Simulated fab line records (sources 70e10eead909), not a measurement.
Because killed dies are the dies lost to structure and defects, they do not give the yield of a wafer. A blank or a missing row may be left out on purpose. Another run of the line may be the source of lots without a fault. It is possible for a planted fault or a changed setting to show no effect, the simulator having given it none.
fab line records	flow nandHarc
[record] lots = 13	wafers = 38	lastDay = 34
route steps=1302 shown A_WL_FILL@956 A_M1@1201 A_BONDPAD@1216 END@1302
lots untouched by any fault: they come from a run of this same line in which no faults occurred
startH: the number of hours between the record's first day and the start of the first shown wafer of the lot	waitH: hours since the lot's step before	" same as the row above	L1.1+2: a row that stands for several wafers	- either no value or no given start	* or withheld: withheld	< > ~ a bound
route shown NAME@n: names a module that has steps shown in the file, with the first one's number in the route	usual: average and standard deviation across the fault-free wafers	same: alike in all rows	chamber/n: place in a boat	sites: each site's reading	_std_site: how widely they spread, as a standard deviation	_edge_site: mean of outer sites minus mean of inner sites	radiusMm: for every site, how far away it sits from the centre of the wafer	mask NAME#n: copy n	behind: the last tool/chamber to shape the wafer	hold: reason for holding the lot/hours on hold/outcome of the hold	device: which transistor (n, p or np) failed to switch	end of line: at the end of the route, the tests of the same wafers	a step given without rows: its recipe and nothing more	killed: the dies lost at the first sort to structure and to defects; this is not the yield of the wafer	map: a wafer's dies, marking killed ones x, the rest . and places with no die _
set.NAME: the setting that was run; set.NAME@STEP: the one run at that earlier step	model.NAME: the simulator's own value behind a step, which no gauge read
a sample of lots followed through the steps of the route, with each step as a table and each wafer as a row
services: from which hour (startH, from the record's first day; less than 0 if before it) a tool's chamber was out of use, for how many hours, and why
[[steps]]
[step NHARC_A_WL_FILL_CVD_03]
[recipe] targetThkA = 400	tempC = 300	pressureTorr = 40	wf6FlowSccm = 40	h2FlowSccm = 1600	arFlowSccm = 1560	timeS = 279	material = W
[usual] heaterPowerW = 463/20	throttleValvePct = 7.77/0.28
lot.wafer	tool	chamber	startH	waitH	heaterPowerW	sinceWetCleanH	throttleValvePct
L576.2	cvdW-02	1	479.01	0.1	422	16	7.90
L576.3	"	0	"	"	472	-	8.12
L576.5	"	0	"	"	482	-	7.90
L577.1	cvdW-02	1	483.04	0.1	430	20	8.04
L577.2	"	0	"	"	473	20	8.28
L577.5	"	0	"	"	478	-	7.90
L581.1	cvdW-02	0	501.10	0.1	472	38	8.14
L581.2	"	1	"	"	427	38	7.71
L581.4	"	0	"	"	470	-	7.78
L580.2	cvdW-02	0	512.55	0.1	479	49	8.28
L580.6	"	0	"	"	470	-	8.41
L580.5	"	1	"	"	424	-	7.89
L583.1	cvdW-02	0	551.23	0.1	464	88	7.88
L583.6	"	1	"	"	440	-	7.73
L583.5	"	0	"	"	467	-	8.12
L584.1	cvdW-02	0	556.68	0.1	460	93	8.20
L584.4	"	0	"	"	477	-	7.98
L584.3	"	1	"	"	433	-	7.82
L586.4	cvdW-01	0	573.01	0.2	476	-	7.29
L586.3	"	1	"	"	473	-	7.48
L586.5	"	0	"	"	473	-	7.62
L589.1	cvdW-01	1	597.66	0.1	477	37	7.61
L589.4	"	1	"	"	468	-	7.46
L589.6	"	1	"	"	474	-	7.59
L590.2	cvdW-02	1	605.91	0.1	434	142	7.85
L590.3	"	0	"	"	474	-	8.00
L588.1	cvdW-02	1	610.78	0.9	443	147	8.05
L588.4	"	0	"	"	471	-	8.21
L588.6	"	1	"	"	435	-	7.85
L598.1	cvdW-01	0	682.59	0.1	474	122	7.19
L598.2	"	1	"	"	482	122	7.58
L598.5	"	0	"	"	467	-	7.43
L597.1	cvdW-01	0	686.93	0.1	474	127	7.74
L597.3	"	1	"	"	471	-	7.49
L597.6	"	0	"	"	473	-	7.40
L596.3	cvdW-01	0	700.23	0.2	464	-	7.40
L596.4	"	1	"	"	465	-	7.57
L596.6	"	1	"	"	469	-	7.58
[step NHARC_A_M1_DEP_33]
[recipe] targetThkA = 300	tempC = 370	targetThkNm = 30	pressureTorr = 3	flowSccm = 200	rfW = 450	material = SiCN
[usual] heaterPowerW = 567/87
lot.wafer	tool	chamber	startH	waitH	heaterPowerW	sinceWetCleanH
L576.3	pecvd-02	2	543.23	0.1	513	122
L576.2	"	0	"	"	411	122
L576.5	"	2	"	"	500	-
L577.2	pecvd-02	1	545.07	0.1	554	124
L577.1	"	2	"	"	461	124
L577.5	"	2	"	"	473	-
L581.2	pecvd-04	2	565.05	0.1	446	102
L581.1	"	0	"	"	729	102
L581.4	"	0	"	"	750	-
L580.2	pecvd-01	1	572.10	0.1	691	67
L580.5	"	2	"	"	482	-
L580.6	"	0	"	"	587	-
L583.1	pecvd-01	2	618.50	0.1	544	113
L583.6	"	0	"	"	618	-
L583.5	"	1	"	"	598	-
L584.3	pecvd-02	2	623.46	0.1	558	21
L584.1	"	1	"	"	530	21
L584.4	"	2	"	"	554	-
L586.3	pecvd-02	2	637.85	0.1	479	36
L586.4	"	2	"	"	496	-
L586.5	"	0	"	"	511	-
L589.1	pecvd-02	0	659.72	0.1	464	57
L589.6	"	2	"	"	507	-
L589.4	"	0	"	"	484	-
L590.3	pecvd-04	2	666.79	0.1	507	23
L590.2	"	0	"	"	672	23
L588.1	pecvd-01	2	670.65	0.1	530	165
L588.4	"	0	"	"	611	-
L588.6	"	2	"	"	537	-
L598.1	pecvd-01	0	747.98	0.1	644	62
L598.2	"	2	"	"	475	62
L598.5	"	1	"	"	603	-
L597.3	pecvd-04	1	768.83	0.1	761	125
L597.1	"	2	"	"	509	125
L597.6	"	1	"	"	739	-
L596.3	pecvd-01	1	773.12	0.1	638	87
L596.6	"	0	"	"	638	-
L596.4	"	1	"	"	627	-
[step NHARC_A_BONDPAD_OVL_MEAS_35]
[usual] overlayXNm = -1/5.7	overlayYNm = -1/5.9
lot.wafer	tool	chamber	startH	waitH	overlayXNm	overlayYNm
L576.2	overlay-02	-	544.96	-	-7	-3
L576.3	"	-	"	"	-7	-3
L576.5	"	-	"	"	-7	-3
L577.1	overlay-02	-	546.81	-	0	-3
L577.2	"	-	"	"	0	-4
L577.5	"	-	"	"	0	-3
L581.1	overlay-02	-	566.86	-	0	-1
L581.2	"	-	"	"	0	-1
L581.4	"	-	"	"	0	0
L580.2	overlay-02	-	573.76	-	0	3
L580.5	"	-	"	"	0	3
L580.6	"	-	"	"	0	3
L583.1	overlay-02	-	620.32	-	7	7
L583.5	"	-	"	"	7	6
L583.6	"	-	"	"	7	7
L584.1	overlay-01	-	625.33	-	3	10
L584.3	"	-	"	"	2	10
L584.4	"	-	"	"	3	10
L586.3	overlay-02	-	639.67	-	-6	-6
L586.4	"	-	"	"	-6	-6
L586.5	"	-	"	"	-6	-6
L589.1	overlay-02	-	661.53	-	7	5
L589.4	"	-	"	"	7	5
L589.6	"	-	"	"	7	5
L590.2	overlay-02	-	668.65	-	-8	-15
L590.3	"	-	"	"	-8	-16
L588.1	overlay-01	-	672.43	-	-10	-4
L588.4	"	-	"	"	-11	-5
L588.6	"	-	"	"	-11	-4
L598.1	overlay-01	-	762.00	-	-7	10
L598.2	"	-	"	"	-7	10
L598.5	"	-	"	"	-8	9
L597.1	overlay-02	-	770.70	-	6	2
L597.3	"	-	"	"	6	2
L597.6	"	-	"	"	6	1
L596.3	overlay-02	-	774.94	-	5	-7
L596.4	"	-	"	"	6	-8
L596.6	"	-	"	"	6	-7
[step NHARC_A_BONDPAD_ETCH_12]
[recipe] targetDepthA = 2200	timeS = 110	chf3FlowSccm = 50	o2FlowSccm = 10	arFlowSccm = 200	rfW = 500	biasW = 200	chemistry = CHF3/O2
[usual] chamberPressureMTorr = 24.996/0.022	drypumpMotorCurrentA = 5.9/0.44	oesProductAu = 0.947/0.022	rfVppV = 371.3/2	showerheadPlenumPTorr = 2.44/0.088	throttleValvePct = 20.573/0.01
lot.wafer	tool	chamber	startH	waitH	chamberPressureMTorr	drypumpMotorCurrentA	oesProductAu	rfHoursCounterH	rfVppV	showerheadPlenumPTorr	throttleValvePct
L576.3	rieDiel-09	3	-	-	24.986	6.1	0.953	1	371.6	2.45	20.585
L576.2	"	0	"	"	24.990	6.1	0.987	1	375.2	2.57	20.560
L576.5	"	3	"	"	25.005	6.1	0.956	-	371.4	2.45	20.570
L577.2	rieDiel-01	0	-	-	25.032	5.4	0.930	54	373.2	2.58	20.576
L577.1	"	2	"	"	24.983	6.2	0.952	49	367.0	2.23	20.570
L577.5	"	3	"	"	24.986	5.7	0.918	-	369.0	2.31	20.582
L581.1	rieDiel-01	3	-	-	24.978	5.7	0.971	0	369.9	2.31	20.574
L581.4	"	0	"	"	24.979	5.5	0.963	0	373.9	2.57	20.596
L581.2	"	2	"	"	24.968	6.2	0.988	0	373.6	2.60	20.565
L580.2	rieDiel-04	1	-	-	24.997	6.1	0.934	2	372.3	2.42	20.564
L580.5	"	1	"	"	25.003	6.1	0.918	-	371.2	2.42	20.559
L580.6	"	2	"	"	24.967	6.0	0.925	-	373.7	2.52	20.563
L583.1	rieDiel-09	0	-	-	24.988	6.1	0.927	4	375.1	2.57	20.570
L583.6	"	2	"	"	25.010	5.1	0.921	-	369.1	2.32	20.566
L583.5	"	3	"	"	24.985	6.1	0.906	-	371.5	2.45	20.575
L584.4	rieDiel-04	0	-	-	24.954	6.4	0.972	4	371.8	2.40	20.586
L584.1	"	1	"	"	24.993	6.1	0.913	13	369.5	2.42	20.574
L584.3	"	2	"	"	25.003	6.0	0.923	13	372.9	2.52	20.578
L586.3	rieDiel-09	1	-	-	24.988	6.3	0.950	4	369.8	2.41	20.586
L586.4	"	2	"	"	25.014	5.1	0.947	4	368.7	2.32	20.579
L586.5	"	1	"	"	24.977	6.3	0.949	-	370.2	2.41	20.561
L589.4	rieDiel-09	2	-	-	24.938	5.1	0.958	4	369.2	2.32	20.574
L589.1	"	3	"	"	25.024	6.2	0.950	5	371.3	2.45	20.571
L589.6	"	3	"	"	25.017	6.1	0.953	-	372.0	2.45	20.575
L590.2	rieDiel-09	2	-	-	24.998	5.1	0.972	5	368.2	2.32	20.578
L590.3	"	0	"	"	25.022	6.1	0.962	5	374.0	2.57	20.562
L588.4	rieDiel-04	2	-	-	25.012	6.0	0.922	22	373.0	2.51	20.574
L588.1	"	0	"	"	24.993	6.4	0.927	16	371.1	2.40	20.571
L588.6	"	2	"	"	24.980	6.0	0.906	-	373.6	2.51	20.578
L598.2	rieDiel-09	1	-	-	24.999	6.3	0.923	2	370.9	2.41	20.581
L598.1	"	3	"	"	25.024	6.1	0.927	2	371.5	2.45	20.588
L598.5	"	1	"	"	25.006	6.3	0.925	-	371.8	2.41	20.577
L597.3	rieDiel-04	1	-	-	24.991	6.1	0.918	8	368.4	2.41	20.552
L597.1	"	2	"	"	25.002	6.0	0.920	9	374.3	2.51	20.554
L597.6	"	1	"	"	25.038	6.1	0.916	-	371.7	2.41	20.545
L596.4	rieDiel-09	0	-	-	24.989	6.1	0.972	3	374.7	2.57	20.566
L596.3	"	2	"	"	25.030	5.1	0.962	2	369.5	2.32	20.559
L596.6	"	0	"	"	24.979	6.1	0.966	-	375.0	2.57	20.554
[step NHARC_END_SORT_01]
[recipe] tempC = 25
[usual] killedAtArray = 41/10	killedAtOther = 0.8/0.91	killedAtPeriphery = 4.2/2.9	killedDies = 46/10	killedOpen = 3.5/2.1	killedShort = 2.5/1.6
[same] grossDies = 677
lot.wafer	tool	chamber	startH	waitH	killedAtArray	killedAtOther	killedAtPeriphery	killedDies	killedOpen	killedShort
L588.1	prober-01	0	700.50	2.5	47	0	4	51	4	4
L588.4	prober-01	0	702.90	3.4	239	1	1	241	1	4
L588.6	prober-01	0	704.50	4.0	41	0	5	46	0	5
L590.2	prober-02	0	701.31	2.8	289	0	2	291	6	1
L590.3	prober-02	0	702.12	3.1	44	0	0	44	6	3
// killed by level:class
L588.1 A_CHANNEL_HOLE_D1:chamberFilmFlake=21 A_SLIT:chamberFilmFlake=5 A_CONTACT:chamberFilmFlake=5 A_CHANNEL_HOLE_D2:chamberFilmFlake=3 A_STAIRCASE:chamberFilmFlake=3 A_CHANNEL_FILL_D1:geometricParticle:short=2 A_CHANNEL_FILL_D1:chamberFilmFlake=2 A_WL_FILL:chamberFilmFlake=2
L590.2 A_WL_FILL:areaCvd=251 A_CHANNEL_HOLE_D2:chamberFilmFlake=14 A_CONTACT:chamberFilmFlake=6 A_DECK1_JOINT:chamberFilmFlake=4 A_CHANNEL_FILL_D2:chamberFilmFlake=2 A_STAIRCASE:chamberFilmFlake=2 A_SLIT:chamberFilmFlake=2 P_GATE:geometricParticle:open=1
L590.3 A_CHANNEL_HOLE_D2:chamberFilmFlake=12 A_CONTACT:chamberFilmFlake=7 A_SLIT:chamberFilmFlake=6 A_DECK1_JOINT:chamberFilmFlake=3 A_SOURCE_PLATE:geometricParticle:open=2 A_M0:geometricParticle:short=2 A_CHANNEL_HOLE_D1:chamberFilmFlake=2 A_STAIRCASE:chamberFilmFlake=2
L588.4 A_WL_FILL:areaCvd=191 A_CHANNEL_HOLE_D1:chamberFilmFlake=21 A_SLIT:chamberFilmFlake=10 A_STAIRCASE:chamberFilmFlake=4 A_CHANNEL_HOLE_D2:chamberFilmFlake=3 A_CONTACT:chamberFilmFlake=3 A_WL_FILL:geometricParticle:short=2 A_M0:chamberFilmFlake=2
L588.6 A_CHANNEL_HOLE_D1:chamberFilmFlake=22 A_SLIT:chamberFilmFlake=7 A_CHANNEL_FILL_D1:geometricParticle:short=3 P_GATE:chamberFilmFlake=3 A_STAIRCASE:chamberFilmFlake=2 A_CONTACT:chamberFilmFlake=2 P_M0:geometricParticle:short=1 A_ONON_D1:geometricParticle:short=1
[[services]]
tool	chamber	startH	hours	kind
cvdW-01	-	477.99	1.2	repair
pecvd-01	-	492.22	13.0	pm
rieDiel-09	-	497.10	9.0	pm
rieDiel-04	3	502.59	2.6	repair
rieDiel-09	1	529.08	2.1	repair
pecvd-01	0	531.17	15.8	repair
rieDiel-04	-	531.99	9.0	pm
rieDiel-09	2	541.70	3.1	repair
cvdW-01	-	547.29	13.0	pm
rieDiel-04	1	562.54	2.9	repair
rieDiel-04	0	572.98	42.3	repair
rieDiel-09	2	585.83	3.8	repair
pecvd-02	-	589.30	13.0	pm
cvdW-01	0	593.70	21.6	repair
cvdW-01	0	621.47	16.0	repair
cvdW-02	-	631.71	13.0	pm
pecvd-01	-	673.22	13.0	pm
rieDiel-09	-	674.10	9.0	pm
cvdW-02	-	691.48	0.7	repair
pecvd-02	-	711.32	10.2	repair
rieDiel-09	3	721.29	2.7	repair
cvdW-01	-	728.29	13.0	pm
cvdW-02	-	741.46	1.9	repair
pecvd-02	-	770.55	13.0	pm
[[key]]
[firstSign] step = NHARC_END_SORT_01	reading = killedAtArray	direction = up	sigmas = 22	usual = 41	struck = 264
[effect] step = NHARC_END_SORT_01	reading = killedDies	direction = up	sigmas = 22	usual = 46	struck = 266
[moreKillsBornAt] NHARC_A_WL_FILL_CVD_03@cvdW-02 = 442
metAt NHARC_A_WL_FILL_CVD_03
struckLots L588,L590
struckWafers L588.4,L590.2
testerLeftOut L588,L590
notActingAt NHARC_A_M1_DEP_33,NHARC_A_BONDPAD_OVL_MEAS_35,NHARC_A_BONDPAD_ETCH_12
onsetBetween 556.68 605.91
[fault] kind = processParameterDrift	tool = cvdW-02	chamber = -	onsetH = 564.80	steps = NHARC_A_WL_FILL_CVD_03	channel = targetThkA	offset = *	shape = step	endH = 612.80	scope = struckWafersOnly	actsIn = *	stated = *
// testerLeftOut: of these lots the tester's yield and bins aren't shown, on N5 and GAA mostly nor the transistor test; their killed dies are dies lost to structure and defects alone, not to doping, threshold or leakage, so they don't give the yield
